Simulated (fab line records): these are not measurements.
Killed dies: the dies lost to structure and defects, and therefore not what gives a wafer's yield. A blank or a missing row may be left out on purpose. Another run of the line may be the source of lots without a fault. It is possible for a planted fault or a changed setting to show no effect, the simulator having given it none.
The tool behind it: which one? / flow nand-harc / 8 lots with 24 wafers sampled at 4 steps, on a route of 1302 steps

## WHAT EACH GAUGE READ, for each wafer
NHARC_A_CHANNEL_HOLE_D2_CD_MEAS_10: target cd 100 nm.
lot=L238; measured=day 13 23:50; on=cd-sem-03; cd-nm (nm)=99.6 100.1 99.9
lot=L241; measured=day 14 06:25; on=cd-sem-03; cd-nm (nm)=100.2 99.7 100.2
lot=L246; measured=day 16 12:51; on=cd-sem-01; cd-nm (nm)=100.5 100.1 100.3
lot=L248; measured=day 17 13:46; on=cd-sem-01; cd-nm (nm)=112.2 112.9 113.6
lot=L252; measured=day 19 06:32; on=cd-sem-03; cd-nm (nm)=99.7 99.9 99.9
lot=L257; measured=day 21 08:19; on=cd-sem-03; cd-nm (nm)=99.8 99.4 100.7
lot=L259; measured=day 21 22:59; on=cd-sem-03; cd-nm (nm)=99.5 100.0 100.7
lot=L261; measured=day 22 22:04; on=cd-sem-03; cd-nm (nm)=99.3 100.6 100.3

## EACH LOT AND THE TOOL THAT RAN IT (in order: tool; ch and the chambers of the sampled wafers; start)
lot=L238; NHARC_A_DECK1_JOINT_CMP_02=cmp-03 ch 0,1,3, day 13 00:46; NHARC_A_CHANNEL_HOLE_D2_DEP_00=acl-dep-01 ch 0, day 13 21:56; NHARC_A_CHANNEL_HOLE_D2_EXPOSE_07=arfi-scanner-01 ch 0, day 13 23:41
lot=L241; NHARC_A_DECK1_JOINT_CMP_02=cmp-03 ch 1,2, day 13 10:08; NHARC_A_CHANNEL_HOLE_D2_DEP_00=acl-dep-01 ch 0, day 14 03:53; NHARC_A_CHANNEL_HOLE_D2_EXPOSE_07=arfi-scanner-01 ch 0, day 14 06:17
lot=L246; NHARC_A_DECK1_JOINT_CMP_02=cmp-02 ch 0,1,3, day 15 18:07; NHARC_A_CHANNEL_HOLE_D2_DEP_00=acl-dep-03 ch 0, day 16 10:13; NHARC_A_CHANNEL_HOLE_D2_EXPOSE_07=arfi-scanner-03 ch 0, day 16 12:43
lot=L248; NHARC_A_DECK1_JOINT_CMP_02=cmp-03 ch 1,2, day 16 19:06; NHARC_A_CHANNEL_HOLE_D2_DEP_00=acl-dep-03 ch 0, day 17 11:51; NHARC_A_CHANNEL_HOLE_D2_EXPOSE_07=arfi-scanner-02 ch 0, day 17 13:38
lot=L252; NHARC_A_DECK1_JOINT_CMP_02=cmp-02 ch 1,2,3, day 18 11:23; NHARC_A_CHANNEL_HOLE_D2_DEP_00=acl-dep-03 ch 0, day 19 04:38; NHARC_A_CHANNEL_HOLE_D2_EXPOSE_07=arfi-scanner-03 ch 0, day 19 06:23
lot=L257; NHARC_A_DECK1_JOINT_CMP_02=cmp-02 ch 1,2, day 20 10:35; NHARC_A_CHANNEL_HOLE_D2_DEP_00=acl-dep-01 ch 0, day 21 05:39; NHARC_A_CHANNEL_HOLE_D2_EXPOSE_07=arfi-scanner-01 ch 0, day 21 08:10
lot=L259; NHARC_A_DECK1_JOINT_CMP_02=cmp-03 ch 1,2,3, day 21 00:04; NHARC_A_CHANNEL_HOLE_D2_DEP_00=acl-dep-02 ch 0, day 21 20:40; NHARC_A_CHANNEL_HOLE_D2_EXPOSE_07=arfi-scanner-03 ch 0, day 21 22:51
lot=L261; NHARC_A_DECK1_JOINT_CMP_02=cmp-02 ch 0,1, day 22 04:35; NHARC_A_CHANNEL_HOLE_D2_DEP_00=acl-dep-03 ch 0, day 22 19:32; NHARC_A_CHANNEL_HOLE_D2_EXPOSE_07=arfi-scanner-03 ch 0, day 22 21:55
- NHARC_A_DECK1_JOINT_CMP_02: polishes SiOx.
- NHARC_A_CHANNEL_HOLE_D2_DEP_00: deposits aC, target thk 3100 nm.
- NHARC_A_CHANNEL_HOLE_D2_EXPOSE_07: exposes mask HOLE D2, target cd 100 nm.

## THE ANSWER, worked out from the rows above alone
Rule: the usual values come from the lots themselves. Put in order of their means at a reading, lots are off if they are a third of the lots or fewer, leave a main group of 4 or more, and stand apart from it by a gap of 3 or more times the standard deviation of the main group's means; of several such gaps the widest counts. The tables above print the reading to a certain number of digits; a main group whose means all agree to those digits is not used. Also off: a lot with no number at a reading for which 4 or more lots have one. Where the step has rows for the other lots, those lots are counted as sound.
Off at NHARC_A_CHANNEL_HOLE_D2_CD_MEAS_10 (cd-nm): L248. Main group: mean 100.0 nm, sd 0.14.
A tool fits if, at a process step before that reading, it ran every lot that is off, and no sound lot after the first of them. Gauges at NHARC_A_CHANNEL_HOLE_D2_CD_MEAS_10: tried the same way as those tools. Undecided on this evidence; 2 tools fit (arfi-scanner-02 at NHARC_A_CHANNEL_HOLE_D2_EXPOSE_07, cd-sem-01 at NHARC_A_CHANNEL_HOLE_D2_CD_MEAS_10).

## WHAT THE SIMULATOR HAD PUT IN
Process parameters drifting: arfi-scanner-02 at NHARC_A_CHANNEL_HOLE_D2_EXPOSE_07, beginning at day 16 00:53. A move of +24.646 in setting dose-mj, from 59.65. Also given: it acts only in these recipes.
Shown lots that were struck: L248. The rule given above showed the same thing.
